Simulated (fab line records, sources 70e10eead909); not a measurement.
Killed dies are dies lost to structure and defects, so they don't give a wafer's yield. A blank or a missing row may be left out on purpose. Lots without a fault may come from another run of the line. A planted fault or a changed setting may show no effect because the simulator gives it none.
Chamber matching | flow nand_harc | NHARC_A_SLIT_DEP_23 on pecvd-04: 3 sister chambers
The step deposits SiON, target thk 100 nm. 3 wafers are shown with their chamber, then 9 later ones without.

WAFERS WITH THEIR CHAMBER
wafer  | chamber | heater_power_w (W)
L079.3 | 1       | 660
L085.4 | 0       | 680
L085.6 | 2       | 669

WAFERS WITHOUT THEIR CHAMBER
wafer  | heater_power_w (W)
L087.1 | 713
L087.3 | 721
L087.5 | 672
L088.1 | 687
L088.2 | 680
L088.6 | 694
L094.1 | 765
L094.4 | 642
L094.6 | 778

WHICH CHAMBER EACH WENT THROUGH
wafer  | from the rows above          | in truth
L087.1 | can't be placed: 0 or 2 or 1 | 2
L087.3 | can't be placed: 0 or 2 or 1 | 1
L087.5 | can't be placed: 2 or 0 or 1 | 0
L088.1 | can't be placed: 0 or 2 or 1 | 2
L088.2 | can't be placed: 0 or 2 or 1 | 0
L088.6 | can't be placed: 0 or 2 or 1 | 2
L094.1 | can't be placed: 0 or 2 or 1 | 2
L094.4 | can't be placed: 1 or 2 or 0 | 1
L094.6 | can't be placed: 0 or 2 or 1 | 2
Placed correctly: 0 of 9. Can't be placed from these rows: 9 (the true chamber is among the candidates in 9). Placed wrongly: 0.
How it was worked out, from the rows above alone: a wafer's distance from a chamber is the root of the sum, over the readings, of the square of ((its reading less the chamber's mean) divided by the reading's scatter). The wafer belongs to the nearest chamber; if the next one is less than 2 further off, it can't be placed. A chamber's mean is the mean of its shown wafers. The scatter: with one shown wafer a chamber, the root of the mean of the squares of how far each hidden wafer lies from its nearest shown one.
